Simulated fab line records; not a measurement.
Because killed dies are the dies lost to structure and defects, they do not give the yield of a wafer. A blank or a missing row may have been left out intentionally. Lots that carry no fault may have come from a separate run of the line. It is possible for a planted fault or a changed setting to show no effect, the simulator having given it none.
Split-lot experiment :: flow n5Finfet :: on a route of 1938 steps: 7 lots, 39 wafers read

## ON THE SPLIT
At N5_GATE_CUT_HM_DEP_46 (deposits SiO2 from TEOS/O2, target thk 130 nm, time 26.6 s), the setting timeS was moved away from the recipe's 26.6 s on 12 of the 39 wafers read, by -12.6% to +6.5%. All remaining wafers had this setting at the recipe value.

## FROM THE SPLIT TO THE READING: what the file shows between them, 10 steps
- N5_GATE_CUT_COAT_34: time 60 s, resist thk 60 nm
- N5_GATE_CUT_COAT_35: time 60 s, resist thk 10 nm
- N5_GATE_CUT_STRIP_38: strips in N2/H2
- N5_GATE_CUT_STRIP_39: strips in N2/H2
- N5_GATE_CUT_HM_OPEN_40: chemistry C4F6/O2, target SiO2, target depth 139 nm, time 85.1 s
- N5_GATE_CUT_STRIP_41: strips in CF4
- N5_GATE_CUT_STRIP_42: strips in O2
- N5_GATE_CUT_ETCH_19: etches SiNx in CH3F/O2, target depth 53.7 nm, time 76.7 s
- N5_GATE_CUT_ALD_22: deposits SiNx, target thk 16 nm, pulse time 1 s, ald cycles 320 (also split here: aldCycles)
- N5_GATE_CUT_CMP_23: polishes, stops on SiO2, t overpolish 23.4 s, target thk 16 nm

## THE READING
GC_FILL_THK, in nm, at N5_GATE_CUT_THK_MEAS_24. On this fab line, fault-free wafers typically give 219.1 nm with a standard deviation of 2 nm.

wafer: L074.1
tool, chamber at the split: pecvd-01, 0
timeS as run, s: 24.44
against the recipe: -8.1%
GC_FILL_THK, nm: 207.4
against lot-mates on the recipe: -12.7

wafer: L074.2
tool, chamber at the split: pecvd-01, 1
timeS as run, s: 24.44
against the recipe: -8.1%
GC_FILL_THK, nm: 209.0
against lot-mates on the recipe: -11.1

wafer: L074.3
tool, chamber at the split: pecvd-01, 2
timeS as run, s: 26.6
against the recipe: recipe
GC_FILL_THK, nm: 219.7
against lot-mates on the recipe: -

wafer: L074.4
tool, chamber at the split: pecvd-01, 0
timeS as run, s: 26.6
against the recipe: recipe
GC_FILL_THK, nm: 220.1
against lot-mates on the recipe: -

wafer: L074.5
tool, chamber at the split: pecvd-01, 2
timeS as run, s: 24.44
against the recipe: -8.1%
GC_FILL_THK, nm: 210.9
against lot-mates on the recipe: -9.2

wafer: L074.6
tool, chamber at the split: pecvd-01, 1
timeS as run, s: 26.6
against the recipe: recipe
GC_FILL_THK, nm: 220.6
against lot-mates on the recipe: -

wafer: L079.1
tool, chamber at the split: pecvd-03, 1
timeS as run, s: 28.32
against the recipe: +6.5%
GC_FILL_THK, nm: 225.6
against lot-mates on the recipe: +6.1

wafer: L079.2
tool, chamber at the split: pecvd-03, 2
timeS as run, s: 26.6
against the recipe: recipe
GC_FILL_THK, nm: 219.7
against lot-mates on the recipe: -

wafer: L079.3
tool, chamber at the split: pecvd-03, 0
timeS as run, s: 26.6
against the recipe: recipe
GC_FILL_THK, nm: 217.6
against lot-mates on the recipe: -

wafer: L079.4
tool, chamber at the split: pecvd-03, 1
timeS as run, s: 28.32
against the recipe: +6.5%
GC_FILL_THK, nm: 229.1
against lot-mates on the recipe: +9.6

wafer: L079.5
tool, chamber at the split: pecvd-03, 2
timeS as run, s: 26.6
against the recipe: recipe
GC_FILL_THK, nm: 221.1
against lot-mates on the recipe: -

wafer: L079.6
tool, chamber at the split: pecvd-03, 0
timeS as run, s: 28.32
against the recipe: +6.5%
GC_FILL_THK, nm: 227.8
against lot-mates on the recipe: +8.3

wafer: L080.1
tool, chamber at the split: pecvd-02, 1
timeS as run, s: 23.24
against the recipe: -12.6%
GC_FILL_THK, nm: 203.8
against lot-mates on the recipe: -17.8

wafer: L080.2
tool, chamber at the split: pecvd-02, 2
timeS as run, s: 23.24
against the recipe: -12.6%
GC_FILL_THK, nm: 204.9
against lot-mates on the recipe: -16.7

wafer: L080.3
tool, chamber at the split: pecvd-02, 0
timeS as run, s: 26.6
against the recipe: recipe
GC_FILL_THK, nm: 219.8
against lot-mates on the recipe: -

wafer: L080.4
tool, chamber at the split: pecvd-02, 0
timeS as run, s: 26.6
against the recipe: recipe
GC_FILL_THK, nm: 221.7
against lot-mates on the recipe: -

wafer: L080.5
tool, chamber at the split: pecvd-02, 1
timeS as run, s: 23.24
against the recipe: -12.6%
GC_FILL_THK, nm: 208.8
against lot-mates on the recipe: -12.8

wafer: L080.6
tool, chamber at the split: pecvd-02, 2
timeS as run, s: 26.6
against the recipe: recipe
GC_FILL_THK, nm: 223.3
against lot-mates on the recipe: -

wafer: L082.1
tool, chamber at the split: pecvd-01, 1
timeS as run, s: 23.48
against the recipe: -11.7%
GC_FILL_THK, nm: 201.0
against lot-mates on the recipe: -17.5

wafer: L082.2
tool, chamber at the split: pecvd-01, 0
timeS as run, s: 23.48
against the recipe: -11.7%
GC_FILL_THK, nm: 202.9
against lot-mates on the recipe: -15.6

wafer: L082.3
tool, chamber at the split: pecvd-01, 2
timeS as run, s: 23.48
against the recipe: -11.7%
GC_FILL_THK, nm: 201.8
against lot-mates on the recipe: -16.7

wafer: L082.4
tool, chamber at the split: pecvd-01, 1
timeS as run, s: 26.6
against the recipe: recipe
GC_FILL_THK, nm: 219.0
against lot-mates on the recipe: -

wafer: L082.5
tool, chamber at the split: pecvd-01, 0
timeS as run, s: 26.6
against the recipe: recipe
GC_FILL_THK, nm: 217.0
against lot-mates on the recipe: -

wafer: L082.6
tool, chamber at the split: pecvd-01, 2
timeS as run, s: 26.6
against the recipe: recipe
GC_FILL_THK, nm: 219.6
against lot-mates on the recipe: -

wafer: L086.2
tool, chamber at the split: pecvd-01, 1,0
timeS as run, s: 26.6
against the recipe: recipe
GC_FILL_THK, nm: 218.4
against lot-mates on the recipe: -

wafer: L086.3
tool, chamber at the split: pecvd-01, 1,0
timeS as run, s: 26.6
against the recipe: recipe
GC_FILL_THK, nm: 218.7
against lot-mates on the recipe: -

wafer: L086.5
tool, chamber at the split: pecvd-01, 0
timeS as run, s: 26.6
against the recipe: recipe
GC_FILL_THK, nm: 217.5
against lot-mates on the recipe: -

wafer: L090.1
tool, chamber at the split: pecvd-01, 0
timeS as run, s: 26.6
against the recipe: recipe
GC_FILL_THK, nm: 217.9
against lot-mates on the recipe: -

wafer: L090.2
tool, chamber at the split: pecvd-01, 2,1
timeS as run, s: 26.6
against the recipe: recipe
GC_FILL_THK, nm: 217.5
against lot-mates on the recipe: -

wafer: L090.3
tool, chamber at the split: pecvd-01, 2,1
timeS as run, s: 26.6
against the recipe: recipe
GC_FILL_THK, nm: 217.9
against lot-mates on the recipe: -

wafer: L090.4
tool, chamber at the split: pecvd-01, 0
timeS as run, s: 26.6
against the recipe: recipe
GC_FILL_THK, nm: 218.3
against lot-mates on the recipe: -

wafer: L090.5
tool, chamber at the split: pecvd-01, 1
timeS as run, s: 26.6
against the recipe: recipe
GC_FILL_THK, nm: 219.3
against lot-mates on the recipe: -

wafer: L090.6
tool, chamber at the split: pecvd-01, 2
timeS as run, s: 26.6
against the recipe: recipe
GC_FILL_THK, nm: 221.7
against lot-mates on the recipe: -

wafer: L092.1
tool, chamber at the split: pecvd-03, 2
timeS as run, s: 26.6
against the recipe: recipe
GC_FILL_THK, nm: 218.7
against lot-mates on the recipe: -

wafer: L092.2
tool, chamber at the split: pecvd-03, 1
timeS as run, s: 26.6
against the recipe: recipe
GC_FILL_THK, nm: 216.6
against lot-mates on the recipe: -

wafer: L092.3
tool, chamber at the split: pecvd-03, 0
timeS as run, s: 26.6
against the recipe: recipe
GC_FILL_THK, nm: 219.0
against lot-mates on the recipe: -

wafer: L092.4
tool, chamber at the split: pecvd-03, 0
timeS as run, s: 26.6
against the recipe: recipe
GC_FILL_THK, nm: 219.6
against lot-mates on the recipe: -

wafer: L092.5
tool, chamber at the split: pecvd-03, 1
timeS as run, s: 26.6
against the recipe: recipe
GC_FILL_THK, nm: 219.7
against lot-mates on the recipe: -

wafer: L092.6
tool, chamber at the split: pecvd-03, 2
timeS as run, s: 26.6
against the recipe: recipe
GC_FILL_THK, nm: 219.6
against lot-mates on the recipe: -
Where a row lists several chambers, the file gives one row for several wafers and doesn't say which wafer went through which chamber.

FIT RESULTS
A straight line over all 39 wafers: GC_FILL_THK changes by +1.26 nm for each +1% of timeS; r = +0.96; the points scatter about the line by 1.9 nm.
The same after taking each lot's own level away (the mean of its wafers on the recipe; 39 wafers): +1.32 nm for each +1%; r = +0.98; scatter 1.4 nm.
According to that fit, moving timeS by its largest amount changes the reading by 17 nm.
The lots' own levels span 218.20 to 221.60 nm, that is 1.7 times the standard deviation above.
So the lot-to-lot level changes the slope little: the two slopes agree.
Check: with one of the wafers moved furthest among these (-12.6%) left out of the fit, the line predicts -16.6 nm for it against its lot-mates. It came out at -17.8 nm against them.

## OTHER SPLITS ON THESE WAFERS
Before the reading, these wafers also passed through other splits. Each is held against what the fit with the lots' levels taken away leaves over:
other split on the same wafers: N5_GATE_CUT_ALD_22 aldCycles
wafers away from the commonest value: 15
r with GC_FILL_THK (lot level and that fit taken away): +0.10

## THE WHOLE CHAIN: every reading that the file lists as answering this split, in the file's order
step: N5_GATE_CUT_HM_DEP_46
what it does: deposits SiO2 from TEOS/O2, target thk 130 nm, time 26.6 s
reading: SiO2_of_GATE_CUT_HM_DEP_46.thkNm (the simulator's own value, which no gauge read)
change (the file's fit): +1.34 nm for each +1% of the setting
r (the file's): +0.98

step: N5_GATE_CUT_HM_OPEN_40
what it does: chemistry C4F6/O2, target SiO2, target depth 139 nm, time 85.1 s
reading: etchRfOnTimeS
change (the file's fit): withheld for each +1% of the setting
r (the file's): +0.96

step: N5_GATE_CUT_HM_OPEN_40
what it does: chemistry C4F6/O2, target SiO2, target depth 139 nm, time 85.1 s
reading: etch.depthNm (the simulator's own value, which no gauge read)
change (the file's fit): +1.34 nm for each +1% of the setting
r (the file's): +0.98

step: N5_GATE_CUT_HM_OPEN_40
what it does: chemistry C4F6/O2, target SiO2, target depth 139 nm, time 85.1 s
reading: SOC_of_GATE_CUT_COAT_34.thkNm (the simulator's own value, which no gauge read)
change (the file's fit): -0.279 nm for each +1% of the setting
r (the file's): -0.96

step: N5_GATE_CUT_ETCH_19
what it does: etches SiNx in CH3F/O2, target depth 53.7 nm, time 76.7 s
reading: SiO2_of_GATE_CUT_HM_DEP_46.thkNm (the simulator's own value, which no gauge read)
change (the file's fit): +1.35 nm for each +1% of the setting
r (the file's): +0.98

step: N5_GATE_CUT_THK_MEAS_24
what it does: 
reading: GC_FILL_THK
change (the file's fit): +1.32 for each +1% of the setting
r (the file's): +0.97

step: N5_GATE_CUT_CMP_43
what it does: polishes SiO2
reading: SiO2_of_GATE_CUT_HM_DEP_46.thkNm (the simulator's own value, which no gauge read)
change (the file's fit): +0.0663 nm for each +1% of the setting
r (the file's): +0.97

## FILE'S OWN FIT
GC_FILL_THK changes by +1.32 nm for each +1% of timeS, r = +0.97.
